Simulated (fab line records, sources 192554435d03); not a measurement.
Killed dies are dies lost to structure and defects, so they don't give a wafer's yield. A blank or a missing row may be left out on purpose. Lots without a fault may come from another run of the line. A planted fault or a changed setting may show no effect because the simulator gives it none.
fab line records | flow n5_finfet | part 1 of 2: steps 1 to 26 of 35
record lots=5 wafers=15 last_day=17
route steps=1938 shown BEOL_M5@1165 BEOL_M6@1194
lots that met no fault: from a run of the same line without faults
start_h: hours from the record's first day to the start of the lot's first wafer shown | wait_h: hours since the lot's step before | " the same as in the row above | L1.1+2: a row that stands for several wafers | - no value, or no start given | * or withheld: withheld | < > ~ a bound
route shown NAME@n: a module of which the file shows steps, and the number in the route of the first | usual: mean/standard deviation of fault-free wafers | same: alike in all rows | chamber/n: place in a boat | sites: the reading at each site | _std_site: their standard deviation | _edge_site: outer sites' mean less inner sites' | radius_mm: how far each site lies from the wafer's centre | mask NAME#n: copy n | behind: the tool/chamber that last shaped the wafer | hold: why the lot was held/for how many hours/how that ended | device: the transistor (n, p or np) that didn't switch | end of line: the same wafers' tests at the end of the route | a step without rows: its recipe alone | killed: dies lost to structure and defects at the first sort, not the wafer's yield | map: a wafer's dies, x killed, . not, _ none there
set.NAME: the setting as run; set.NAME@STEP: as run at that earlier step | model.NAME: the simulator's own value behind a step, which no gauge read
lots at some steps of the route; a table a step, a row a wafer
services: from which hour (start_h, from the record's first day; less than 0 if before it) a tool's chamber was out of use, for how many hours, and why
## steps
# step N5_BEOL_M5_SRD_40
# recipe time_s=30 temp_c=23 rinse_liquid=diw dry=ipa_marangoni
# columns lot.wafer tool chamber start_h wait_h
L077.3+4+6 wet_bench-01 6,3,7 192.10 0.0
L080.1+3+4 wet_bench-02 0,7,6 225.64 0.0
L088.1+3+6 wet_bench-02 3,2,7 263.02 0.0
L093.1+5+6 wet_bench-01 6,7,0 299.65 0.0
L094.2+3+4 wet_bench-06 3,5,1 309.93 0.0
# step N5_BEOL_M5_PRECLEAN_42
# recipe chemistry=residue_remover time_s=60 temp_c=40
# columns lot.wafer tool chamber start_h wait_h
L077.3+4+6 wet_bench-01 6,3,7 192.12 0.0
L080.1+3+4 wet_bench-02 0,7,6 225.66 0.0
L088.1+3+6 wet_bench-02 3,2,7 263.03 0.0
L093.1+5+6 wet_bench-01 6,7,0 299.67 0.0
L094.2+3+4 wet_bench-06 3,5,1 309.95 0.0
# step N5_BEOL_M5_SRD_43
# recipe time_s=30 temp_c=23 rinse_liquid=diw dry=ipa_marangoni
# columns lot.wafer tool chamber start_h wait_h
L077.3+4+6 wet_bench-01 6,3,7 192.13 0.0
L080.1+3+4 wet_bench-02 0,7,6 225.67 0.0
L088.1+3+6 wet_bench-02 3,2,7 263.05 0.0
L093.1+5+6 wet_bench-01 6,7,0 299.68 0.0
L094.2+3+4 wet_bench-06 3,5,1 309.97 0.0
# step N5_BEOL_M5_CD_MEAS_35
# recipe target_cd_nm=28 target_cd_y_nm=24 polarity=opening
# usual cd_nm=28.1/0.37
# columns lot.wafer tool chamber start_h wait_h cd_nm
L077.3 cd_sem-02 - 192.18 0.0 28.4
L077.4 " - " " 27.4
L077.6 " - " " 28.8
L080.1 cd_sem-03 - 225.71 0.0 27.7
L080.3 " - " " 27.5
L080.4 " - " " 27.8
L088.1 cd_sem-01 - 263.09 0.0 28.1
L088.3 " - " " 28.1
L088.6 " - " " 28.2
L093.1 cd_sem-02 - 299.72 0.0 28.1
L093.5 " - " " 28.0
L093.6 " - " " 28.0
L094.2 cd_sem-03 - 310.01 0.0 27.9
L094.3 " - " " 28.3
L094.4 " - " " 28.8
# step N5_BEOL_M5_CURE_80
# recipe temp_c=370 time_s=120 ambient=DMADMS/He material=SiCOH_lowk
# usual lamp_power_pct=52.31/0.055 wafer_temp_C_max=371.6/0.63
# columns lot.wafer tool chamber start_h wait_h lamp_power_pct wafer_temp_C_max
L077.3 uv_cure-03 0 192.59 0.4 52.29 371.1
L077.4 " 0 " " 52.29 371.4
L077.6 " 0 " " 52.27 371.4
L080.1 uv_cure-02 1 225.76 0.0 52.24 371.0
L080.3 " 1 " " 52.20 370.9
L080.4 " 1 " " 52.27 370.9
L088.1 uv_cure-03 1 263.13 0.0 52.39 371.2
L088.3 " 1 " " 52.33 372.0
L088.6 " 1 " " 52.36 372.1
L093.1 uv_cure-03 0 299.77 0.0 52.26 371.4
L093.5 " 0 " " 52.31 371.1
L093.6 " 0 " " 52.32 371.7
L094.2 uv_cure-03 0 310.15 0.1 52.34 371.3
L094.3 " 0 " " 52.31 371.2
L094.4 " 0 " " 52.28 371.3
# step N5_BEOL_M5_DEGAS_44
# recipe ambient=vacuum temp_c=250 time_s=60
# usual heater_power_w=341/36
# columns lot.wafer tool chamber start_h wait_h heater_power_w
L077.3 pvd_sputter-03 - 193.31 0.6 323
L077.4 " - " " 294
L077.6 " - " " 362
L080.1 pvd_sputter-03 - 226.40 0.6 317
L080.3 " - " " 365
L080.4 " - " " 348
L088.1 pvd_sputter-01 - 263.54 0.4 354
L088.3 " - " " 321
L088.6 " - " " 343
L093.1 pvd_sputter-01 - 302.26 2.4 373
L093.5 " - " " 330
L093.6 " - " " 366
L094.2 pvd_sputter-02 - 310.71 0.5 423
L094.3 " - " " 311
L094.4 " - " " 278
# step N5_BEOL_M5_PRE_CLEAN_45
# recipe gas=H2/He time_s=30 temp_c=250
# usual heater_power_w=340/36
# columns lot.wafer tool chamber start_h wait_h heater_power_w
L077.3 pvd_sputter-03 - 193.35 0.0 318
L077.4 " - " " 296
L077.6 " - " " 362
L080.1 pvd_sputter-03 - 226.44 0.0 319
L080.3 " - " " 361
L080.4 " - " " 356
L088.1 pvd_sputter-01 - 263.58 0.0 357
L088.3 " - " " 323
L088.6 " - " " 330
L093.1 pvd_sputter-01 - 302.30 0.0 376
L093.5 " - " " 342
L093.6 " - " " 379
L094.2 pvd_sputter-02 - 310.75 0.0 432
L094.3 " - " " 311
L094.4 " - " " 281
# step N5_BEOL_M5_ALD_86
# recipe material=TaN target_thk_a=* temp_c=275 ald_precursor_family=PDMAT ald_co_reactant=NH3 pressure_torr=3 carrier_flow_sccm=1500 pulse_time_s=2 purge_time_s=3 co_reactant_purge_time_s=2 co_reactant_pulse_time_s=3 ald_cycles=30 precursor_vessel_temp_c=75 precursor_vessel_pressure_torr=26.25 precursor_vessel_carrier_sccm=1000
# usual heater_power_w=431/42 mfc_carrier_sccm=1500/4.4
# columns lot.wafer tool chamber start_h wait_h heater_power_w mfc_carrier_sccm
L077.3 ald_metal-01 1 193.43 0.1 510 1501
L077.4 " 0 " " 524 1504
L077.6 " 2 " " 407 1504
L080.1 ald_metal-04 2 226.52 0.1 386 1497
L080.3 " 1 " " 388 1496
L080.4 " 0 " " 436 1498
L088.1 ald_metal-01 2 263.64 0.0 407 1500
L088.3 " 3 " " 405 1501
L088.6 " 0 " " 517 1499
L093.1 ald_metal-01 2 302.36 0.0 412 1504
L093.5 " 3 " " 405 1509
L093.6 " 2 " " 411 1502
L094.2 ald_metal-02 3 310.81 0.0 425 1498
L094.3 " 2 " " 412 1492
L094.4 " 1 " " 450 1501
# step N5_BEOL_M5_SURFACE_TREAT_87
# recipe gas=Ar time_s=* ion_energy_ev=* ion_current_ma_cm2=0.5 pressure_mtorr=* ar_flow_sccm=30
# usual ar_flow_sccm=30.00/0.097 throttle_valve_pct=*
# columns lot.wafer tool chamber start_h wait_h ar_flow_sccm throttle_valve_pct
L077.3 pvd_sputter-02 - 194.53 1.0 29.99 *
L077.4 " - " " 29.84 *
L077.6 " - " " 30.03 *
L080.1 pvd_sputter-02 - 226.89 0.3 29.97 *
L080.3 " - " " 29.99 *
L080.4 " - " " 30.02 *
L088.1 pvd_sputter-02 - 263.93 0.2 30.08 *
L088.3 " - " " 30.06 *
L088.6 " - " " 30.01 *
L093.1 pvd_sputter-03 - 302.59 0.1 29.99 *
L093.5 " - " " 30.06 *
L093.6 " - " " 30.10 *
L094.2 pvd_sputter-02 - 311.13 0.2 30.01 *
L094.3 " - " " 30.15 *
L094.4 " - " " 30.05 *
# step N5_BEOL_M5_CVD_47
# recipe material=Co target_thk_a=30 temp_c=withheld precursor=CCTBA/H2 pressure_torr=30 time_s=216
# columns lot.wafer tool chamber start_h wait_h
L077.3+4+6 cvd_co-02 2,0,1 194.82 0.3
L080.1+3+4 cvd_co-02 1,2,1 227.01 0.1
L088.1+3+6 cvd_co-02 2,0,1 264.03 0.1
L093.1+5+6 cvd_co-01 2,2,1 302.66 0.1
L094.2+3+4 cvd_co-02 1,0,2 311.19 0.0
# step N5_BEOL_M5_SPUTTER_48
# recipe material=Cu target_thk_a=150 temp_c=-20 chamber_pressure_pa=0.07 power_w=withheld time_s=27.62
# usual throttle_valve_pct=29.6/1.2
# columns lot.wafer tool chamber start_h wait_h throttle_valve_pct
L077.3 pvd_sputter-03 - 195.31 0.4 27.9
L077.4 " - " " 30.3
L077.6 " - " " 30.3
L080.1 pvd_sputter-01 - 227.69 0.6 29.6
L080.3 " - " " 28.3
L080.4 " - " " 28.6
L088.1 pvd_sputter-02 - 264.42 0.3 31.2
L088.3 " - " " 29.0
L088.6 " - " " 28.1
L093.1 pvd_sputter-03 - 302.83 0.1 30.2
L093.5 " - " " 30.6
L093.6 " - " " 27.9
L094.2 pvd_sputter-02 - 311.47 0.2 30.5
L094.3 " - " " 28.0
L094.4 " - " " 29.3
# step N5_BEOL_M5_ANNEAL_49
# recipe temp_c=400 time_s=1800 ambient=vacuum
# usual heater_power_w=850/88 susceptor_temp_C_max=400.9/0.3
# columns lot.wafer tool chamber start_h wait_h heater_power_w susceptor_temp_C_max
L077.3 pvd_sputter-03 - 195.39 0.0 729 400.7
L077.4 " - " " 881 401.0
L077.6 " - " " 881 401.3
L080.1 pvd_sputter-01 - 227.77 0.0 776 401.0
L080.3 " - " " 839 400.8
L080.4 " - " " 901 401.3
L088.1 pvd_sputter-02 - 264.50 0.0 758 400.5
L088.3 " - " " 697 401.0
L088.6 " - " " 1059 400.8
L093.1 pvd_sputter-03 - 302.91 0.0 905 401.3
L093.5 " - " " 882 401.1
L093.6 " - " " 755 401.1
L094.2 pvd_sputter-02 - 311.55 0.0 793 401.0
L094.3 " - " " 1083 400.7
L094.4 " - " " 726 400.4
# step N5_BEOL_M5_SPUTTER_81
# recipe material=Cu target_thk_a=150 temp_c=-20 chamber_pressure_pa=0.07 power_w=withheld time_s=27.62
# usual throttle_valve_pct=29.6/1.2
# columns lot.wafer tool chamber start_h wait_h throttle_valve_pct
L077.3 pvd_sputter-03 - 196.40 0.5 27.7
L077.4 " - " " 30.3
L077.6 " - " " 30.0
L080.1 pvd_sputter-01 - 228.78 0.5 29.8
L080.3 " - " " 28.3
L080.4 " - " " 28.4
L088.1 pvd_sputter-02 - 265.51 0.5 30.9
L088.3 " - " " 28.9
L088.6 " - " " 28.1
L093.1 pvd_sputter-03 - 303.91 0.5 30.2
L093.5 " - " " 30.5
L093.6 " - " " 28.2
L094.2 pvd_sputter-02 - 312.55 0.5 31.1
L094.3 " - " " 28.1
L094.4 " - " " 28.9
# step N5_BEOL_M5_ANNEAL_82
# recipe temp_c=400 time_s=1800 ambient=vacuum
# usual heater_power_w=848/90 susceptor_temp_C_max=400.94/0.29
# columns lot.wafer tool chamber start_h wait_h heater_power_w susceptor_temp_C_max
L077.3 pvd_sputter-03 - 196.48 0.0 726 400.76
L077.4 " - " " 886 400.53
L077.6 " - " " 880 400.73
L080.1 pvd_sputter-01 - 228.86 0.0 796 400.60
L080.3 " - " " 834 401.01
L080.4 " - " " 878 401.51
L088.1 pvd_sputter-02 - 265.59 0.0 786 401.02
L088.3 " - " " 697 400.88
L088.6 " - " " 1081 400.50
L093.1 pvd_sputter-03 - 303.99 0.0 886 401.28
L093.5 " - " " 898 401.11
L093.6 " - " " 743 401.05
L094.2 pvd_sputter-02 - 312.63 0.0 791 400.79
L094.3 " - " " 1068 400.39
L094.4 " - " " 702 400.47
# step N5_BEOL_M5_SPUTTER_83
# recipe material=Cu target_thk_a=150 temp_c=-20 chamber_pressure_pa=0.07 power_w=withheld time_s=27.62
# usual throttle_valve_pct=29.7/1.2
# columns lot.wafer tool chamber start_h wait_h throttle_valve_pct
L077.3 pvd_sputter-03 - 197.49 0.5 27.9
L077.4 " - " " 30.5
L077.6 " - " " 30.3
L080.1 pvd_sputter-01 - 229.86 0.5 29.8
L080.3 " - " " 28.2
L080.4 " - " " 28.3
L088.1 pvd_sputter-02 - 266.59 0.5 30.8
L088.3 " - " " 28.8
L088.6 " - " " 27.6
L093.1 pvd_sputter-03 - 305.00 0.5 30.0
L093.5 " - " " 30.5
L093.6 " - " " 28.0
L094.2 pvd_sputter-02 - 313.64 0.5 31.0
L094.3 " - " " 28.1
L094.4 " - " " 29.1
# step N5_BEOL_M5_ANNEAL_84
# recipe temp_c=400 time_s=1800 ambient=vacuum
# usual heater_power_w=848/89 susceptor_temp_C_max=400.9/0.34
# columns lot.wafer tool chamber start_h wait_h heater_power_w susceptor_temp_C_max
L077.3 pvd_sputter-03 - 197.57 0.0 729 401.0
L077.4 " - " " 887 400.9
L077.6 " - " " 902 401.7
L080.1 pvd_sputter-01 - 229.94 0.0 820 400.9
L080.3 " - " " 854 400.6
L080.4 " - " " 911 401.1
L088.1 pvd_sputter-02 - 266.67 0.0 778 400.9
L088.3 " - " " 690 400.9
L088.6 " - " " 1067 400.3
L093.1 pvd_sputter-03 - 305.08 0.0 895 401.4
L093.5 " - " " 878 400.3
L093.6 " - " " 741 401.6
L094.2 pvd_sputter-02 - 313.72 0.0 786 400.9
L094.3 " - " " 1044 399.9
L094.4 " - " " 686 400.8
# step N5_BEOL_M5_SPUTTER_88
# recipe material=Cu target_thk_a=150 temp_c=-20 chamber_pressure_pa=0.07 power_w=withheld time_s=27.62
# usual throttle_valve_pct=29.7/1.2
# columns lot.wafer tool chamber start_h wait_h throttle_valve_pct
L077.3 pvd_sputter-03 - 198.57 0.5 27.9
L077.4 " - " " 30.7
L077.6 " - " " 30.3
L080.1 pvd_sputter-01 - 230.95 0.5 29.7
L080.3 " - " " 28.4
L080.4 " - " " 28.3
L088.1 pvd_sputter-02 - 267.68 0.5 30.8
L088.3 " - " " 28.8
L088.6 " - " " 27.7
L093.1 pvd_sputter-03 - 306.09 0.5 30.3
L093.5 " - " " 30.4
L093.6 " - " " 28.2
L094.2 pvd_sputter-02 - 314.73 0.5 30.8
L094.3 " - " " 28.2
L094.4 " - " " 29.0
# step N5_BEOL_M5_ANNEAL_89
# recipe temp_c=400 time_s=1800 ambient=vacuum
# usual heater_power_w=847/88 susceptor_temp_C_max=401.0/0.31
# columns lot.wafer tool chamber start_h wait_h heater_power_w susceptor_temp_C_max
L077.3 pvd_sputter-03 - 198.65 0.0 731 400.7
L077.4 " - " " 886 401.1
L077.6 " - " " 880 401.1
L080.1 pvd_sputter-01 - 231.03 0.0 794 401.1
L080.3 " - " " 833 400.9
L080.4 " - " " 898 400.5
L088.1 pvd_sputter-02 - 267.76 0.0 796 400.8
L088.3 " - " " 702 401.1
L088.6 " - " " 1078 401.1
L093.1 pvd_sputter-03 - 306.17 0.0 915 401.3
L093.5 " - " " 895 400.2
L093.6 " - " " 754 401.3
L094.2 pvd_sputter-02 - 314.81 0.0 778 400.7
L094.3 " - " " 1046 400.8
L094.4 " - " " 695 400.8
# step N5_BEOL_M5_SPUTTER_90
# recipe material=Cu target_thk_a=45 temp_c=-20 chamber_pressure_pa=0.07 power_w=withheld time_s=8.29
# usual throttle_valve_pct=29.6/1.2
# columns lot.wafer tool chamber start_h wait_h throttle_valve_pct
L077.3 pvd_sputter-03 - 199.66 0.5 27.9
L077.4 " - " " 30.5
L077.6 " - " " 30.4
L080.1 pvd_sputter-01 - 232.04 0.5 29.7
L080.3 " - " " 28.2
L080.4 " - " " 28.3
L088.1 pvd_sputter-02 - 268.77 0.5 31.0
L088.3 " - " " 29.0
L088.6 " - " " 28.3
L093.1 pvd_sputter-03 - 307.17 0.5 30.1
L093.5 " - " " 30.2
L093.6 " - " " 28.0
L094.2 pvd_sputter-02 - 315.81 0.5 31.1
L094.3 " - " " 28.3
L094.4 " - " " 29.0
# step N5_BEOL_M5_ECD_50
# recipe material=Cu target_thk_a=3000
# columns lot.wafer tool chamber start_h wait_h
L077.3+4+6 ecd_cu-01 1,0,1 199.80 0.1
L080.1+3+4 ecd_cu-01 0,1,0 232.15 0.1
L088.1+3+6 ecd_cu-01 1,1,0 268.88 0.1
L093.1+5+6 ecd_cu-01 0,1,0 307.29 0.1
L094.2+3+4 ecd_cu-01 0,1,0 315.93 0.1
# step N5_BEOL_M5_ANNEAL_51
# recipe temp_c=225 time_s=90 ambient=N2
# usual anneal_temp_c=224.99/0.17 wafer_temp_C_max=225.83/0.23
# columns lot.wafer tool chamber start_h wait_h anneal_temp_c wafer_temp_C_max
L077.3 rtp_anneal-01 0 199.95 0.1 225.05 225.95
L077.4 " 0 " " 224.88 225.83
L077.6 " 0 " " 225.19 226.43
L080.1 rtp_anneal-01 0 232.24 0.1 224.91 225.96
L080.3 " 0 " " 225.05 225.63
L080.4 " 0 " " 225.01 225.67
L088.1 rtp_anneal-01 0 269.15 0.2 224.98 226.26
L088.3 " 0 " " 224.95 225.85
L088.6 " 0 " " 224.94 226.03
L093.1 rtp_anneal-01 0 307.38 0.1 225.13 225.56
L093.5 " 0 " " 224.86 225.50
L093.6 " 0 " " 225.06 225.65
L094.2 rtp_anneal-01 0 316.69 0.7 225.13 225.54
L094.3 " 0 " " 225.19 225.47
L094.4 " 0 " " 225.18 225.81
# step N5_BEOL_M5_CMP_52
# recipe stop_on=SiCOH_lowk t_overpolish_s=6.9 down_force_psi=1 platen_rpm=50 clearing_platen_down_force_psi=1.5 clearing_platen_rpm=50 post_cmp_clean=cu_alkaline target_thk_nm=62 clearing_platen_pad_velocity_m_s=0.99484 pad_velocity_m_s=0.99484
# usual barrier_field_endpoint_s=24.9/0.74 motor_current_A=5.9/0.84 overpolish_run_s=6.900/0.0089 slurry_filter_dp_kPa=13.49/0.14 time_to_endpoint_s=64/3.8
# columns lot.wafer tool chamber start_h wait_h barrier_field_endpoint_s motor_current_A overpolish_run_s slurry_filter_dp_kPa time_to_endpoint_s
L077.3 cmp-02 3 200.16 0.2 23.8 6.0 6.903 13.57 59
L077.4 " 1 " " 24.8 6.1 6.904 13.36 62
L077.6 " 3 " " 24.8 5.7 6.886 13.64 63
L080.3 cmp-04 1 232.54 0.2 25.8 5.4 6.889 13.28 69
L080.4 " 2 " " 26.9 5.5 6.918 13.46 73
L080.1 " 0 " " 24.7 5.1 6.891 13.55 62
L088.1 cmp-02 0 269.54 0.3 25.1 4.6 6.898 13.62 67
L088.3 " 1 " " 25.2 5.6 6.901 13.50 61
L088.6 " 2 " " 25.0 6.2 6.899 13.23 65
L093.1 cmp-04 0 307.68 0.3 24.2 5.2 6.900 13.71 63
L093.5 " 0 " " 24.8 5.4 6.902 13.71 62
L093.6 " 1 " " 25.8 5.1 6.893 13.61 68
L094.3 cmp-04 1 316.95 0.2 24.5 4.8 6.898 13.52 66
L094.4 " 3 " " 25.8 6.7 6.905 13.24 66
L094.2 " 0 " " 24.8 5.6 6.906 13.47 60
# step N5_BEOL_M5_THK_MEAS_53
# recipe thk_meas_gauge=xrf reads=Cu_of_BEOL_M5_ECD_50
# usual M5_THK=62.8/2
# columns lot.wafer tool chamber start_h wait_h M5_THK[nm]
L077.3 film_metro-01 - 200.46 - 62.0
L077.4 " - " " 59.5
L077.6 " - " " 61.6
L080.1 film_metro-01 - 232.83 - 58.5
L080.3 " - " " 63.6
L080.4 " - " " 63.4
L088.1 film_metro-01 - 269.76 - 62.9
L088.3 " - " " 61.5
L088.6 " - " " 63.8
L093.1 film_metro-02 - 307.97 - 61.3
L093.5 " - " " 61.0
L093.6 " - " " 64.5
L094.2 film_metro-02 - 317.25 - 65.5
L094.3 " - " " 65.9
L094.4 " - " " 66.1
# step N5_BEOL_M5_PRE_CLEAN_77
# recipe gas=NH3/H2 time_s=15 temp_c=* rf_power_w=300
# usual heater_power_w=85/17
# columns lot.wafer tool chamber start_h wait_h heater_power_w
L077.3 cvd_co-01 1 200.51 0.0 80
L077.4 " 2 " " 70
L077.6 " 0 " " 74
L080.1 cvd_co-01 2 232.87 0.0 70
L080.3 " 0 " " 76
L080.4 " 1 " " 81
L088.1 cvd_co-02 1 269.80 0.0 102
L088.3 " 0 " " 115
L088.6 " 0 " " 111
L093.1 cvd_co-01 1 308.01 0.0 82
L093.5 " 2 " " 72
L093.6 " 0 " " 74
L094.2 cvd_co-01 2 317.28 0.0 72
L094.3 " 0 " " 76
L094.4 " 1 " " 82
# step N5_BEOL_M5_CO_CAP_78
# recipe material=Co target_thk_a=20 temp_c=200 precursor=CCTBA/H2 pressure_torr=30 time_s=102.1
# usual heater_power_w=235/22
# columns lot.wafer tool chamber start_h wait_h heater_power_w
L077.3 cvd_co-01 1 200.55 0.0 226
L077.4 " 2 " " 222
L077.6 " 0 " " 223
L080.1 cvd_co-01 2 232.91 0.0 217
L080.3 " 0 " " 224
L080.4 " 1 " " 227
L088.1 cvd_co-02 1 269.84 0.0 254
L088.3 " 0 " " 269
L088.6 " 0 " " 276
L093.1 cvd_co-01 1 308.05 0.0 233
L093.5 " 2 " " 221
L093.6 " 0 " " 223
L094.2 cvd_co-01 2 317.32 0.0 219
L094.3 " 0 " " 220
L094.4 " 1 " " 228
# step N5_BEOL_M5_PRE_CLEAN_55
# recipe gas=NH3 time_s=15 temp_c=withheld rf_power_w=300
# columns lot.wafer tool chamber start_h wait_h
L077.3+4+6 pecvd-02 2,1,2 200.64 0.1
L080.1+3+4 pecvd-03 0,2,0 233.01 0.1
L088.1+3+6 pecvd-03 1,2,0 269.93 0.1
L093.1+5+6 pecvd-03 0,1,2 308.14 0.1
L094.2+3+4 pecvd-01 1,0,2 317.41 0.1
